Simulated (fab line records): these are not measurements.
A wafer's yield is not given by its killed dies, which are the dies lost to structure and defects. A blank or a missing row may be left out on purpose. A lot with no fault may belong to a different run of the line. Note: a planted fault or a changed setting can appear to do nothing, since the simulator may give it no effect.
A struck lot beside a sound one :: flow nand_harc :: 16 steps out of a route of 1302
Sound: the wafers L155.1, L155.3, L155.4. Struck: wafers L163.2, L163.3 (left out: L163.5, a lot-mate that was not struck); the cause follows at the end.
Per side, at each step with rows, come the tool, then ch with its chambers, and then its first start. Under that, the readings that differ: sound wafers :: struck wafers :: difference of the means :: sigmas: that difference in standard deviations of wafers without a fault.
alike: readings whose means differ by less than 2 such deviations, and words and numbers that are the same on both sides. not compared: withheld readings, readings that some wafer has no value for, bounds like >300 that may hide the same value, and numbers for which the record gives no deviation and whose values overlap.
The two part at a step that has a row with sigmas, a row that says differs or no value, or rows on one side only. When numbers do not overlap yet have no deviation, they are printed without sigmas and do not part them. Lack of a reading on every wafer of one side parts them only where that side has two or more wafers.

NHARC_A_SLIT_ETCH_29: etches the open film in CF4/O2, target depth 100 nm, overetch 10 nm, time 55 s.
  sound on rie_diel-12 ch 0,2,3, day 21 23:52; struck on rie_diel-05 ch 1,2, day 26 00:31
reading: rf_hours_counter_h (h)
sound: 5 5 2
struck: 0 0
difference: -4
sigmas: 
  alike: drypump_motor_current_A, oes_product_au, rf_vpp_V, showerhead_plenum_p_Torr, throttle_valve_pct
NHARC_A_SLIT_STRIP_18: strips in O2.
  sound on rie_diel-12 ch 1,2,3; struck on rie_diel-05 ch 1,2
reading: rf_hours_counter_h (h)
sound: 4 5 5
struck: 0 0
difference: -5
sigmas: 
  alike: drypump_motor_current_A, oes_product_au, rf_vpp_V, showerhead_plenum_p_Torr, throttle_valve_pct
then, 2 steps without rows for these wafers: NHARC_A_SLIT_PRECLEAN_19 (cleans in SC1); NHARC_A_SLIT_SRD_20.
NHARC_A_SLIT_CD_MEAS_21:
  sound on cd_sem-01 at day 22 00:53; struck on cd_sem-03 at day 26 01:03
  alike: cd_nm
then, 3 steps without rows for these wafers: NHARC_A_SIN_REMOVE_WET_00 (chemistry H3PO4, time 15300 s); NHARC_A_SIN_REMOVE_PRECLEAN_01 (cleans in SC1); NHARC_A_SIN_REMOVE_SRD_02.
NHARC_A_SIN_REMOVE_INSPECT_04:
  sound on defect_inspect-01 at day 22 07:33; struck on defect_inspect-01 at day 26 08:42
  alike: raw_defect_count
then, 1 step without rows for these wafers: NHARC_A_WL_FILL_ALD_00 (deposits Al2O3, target thk 3 nm, pulse time 3 s, ald cycles 30).
NHARC_A_WL_FILL_RTA_01: time 5 s.
  sound on rtp_anneal-01 ch 0, day 22 07:54; struck on rtp_anneal-02 ch 0, day 26 09:19
  alike: lamp_power_pct, wafer_temp_C_max
NHARC_A_WL_FILL_ALD_02: deposits TiN, target thk 2 nm, pulse time 3 s, ald cycles 100.
  sound on ald_metal-03 ch 0,1,2, day 22 08:07; struck on ald_metal-02 ch 2,3, day 26 09:30
reading: ald_cycles
sound: 100 100 100
struck: 74 74
difference: -26
sigmas: 

reading: since_wet_clean_h (h)
sound: 112 112 112
struck: 168 168
difference: +56
sigmas: 
  alike: heater_power_w, precursor_pulse_height_rel, susceptor_temp_C
NHARC_A_WL_FILL_CVD_03: deposits W, target thk 40 nm, time 279 s.
  sound on cvd_w-02 ch 0,1, day 22 08:36; struck on cvd_w-02 ch 0,1, day 26 10:44
reading: susceptor_temp_C (C)
sound: - - -
struck: 299.56 300.10
difference: no value on the sound wafers
sigmas: 
  alike: heater_power_w, mfc_h2_sccm, throttle_valve_pct
  not compared: since_wet_clean_h
NHARC_A_WL_FILL_ETCHBACK_04: etches the open film in NF3, target depth 60 nm, time 120 s.
  sound on rie_metal-01 ch 0,1, day 22 08:55; struck on rie_metal-01 ch 1, day 26 11:07
reading: run_length_s (s)
sound: 141.3 140.7 141.1
struck: 169.4 169.4
difference: +28.4
sigmas: +64
  alike: drypump_motor_current_A, he_backside_leak_sccm, oes_product_au
  not compared: rf_hours_counter_h
NHARC_A_WL_FILL_ETCHBACK_05: etches the open film in Cl2/BCl3, target depth 22 nm, time 60 s.
  sound on rie_metal-01 ch 0,1, day 22 09:10; struck on rie_metal-01 ch 0, day 26 11:22
  alike: drypump_motor_current_A, he_backside_leak_sccm, oes_product_au, run_length_s, temp_c
  not compared: rf_hours_counter_h
-- jump in the record: it breaks off in module A_WL_FILL and resumes in module END (first step shown: number 1302 of the route), and 4 days separate the struck wafers' starts before and after --
NHARC_END_SORT_01:
  sound on prober-02 ch 0, day 26 03:40; struck on prober-01 ch 0, day 30 05:18
  alike: killed_at_array, killed_at_other, killed_at_periphery, killed_dies, killed_open, killed_short

## WHERE THEY PART
At NHARC_A_WL_FILL_CVD_03 first; at NHARC_A_WL_FILL_ETCHBACK_04 last (within this record only). Later steps at which nothing parts them and some readings are alike: NHARC_A_WL_FILL_ETCHBACK_05, NHARC_END_SORT_01.

WHY: what had been put in by the simulator
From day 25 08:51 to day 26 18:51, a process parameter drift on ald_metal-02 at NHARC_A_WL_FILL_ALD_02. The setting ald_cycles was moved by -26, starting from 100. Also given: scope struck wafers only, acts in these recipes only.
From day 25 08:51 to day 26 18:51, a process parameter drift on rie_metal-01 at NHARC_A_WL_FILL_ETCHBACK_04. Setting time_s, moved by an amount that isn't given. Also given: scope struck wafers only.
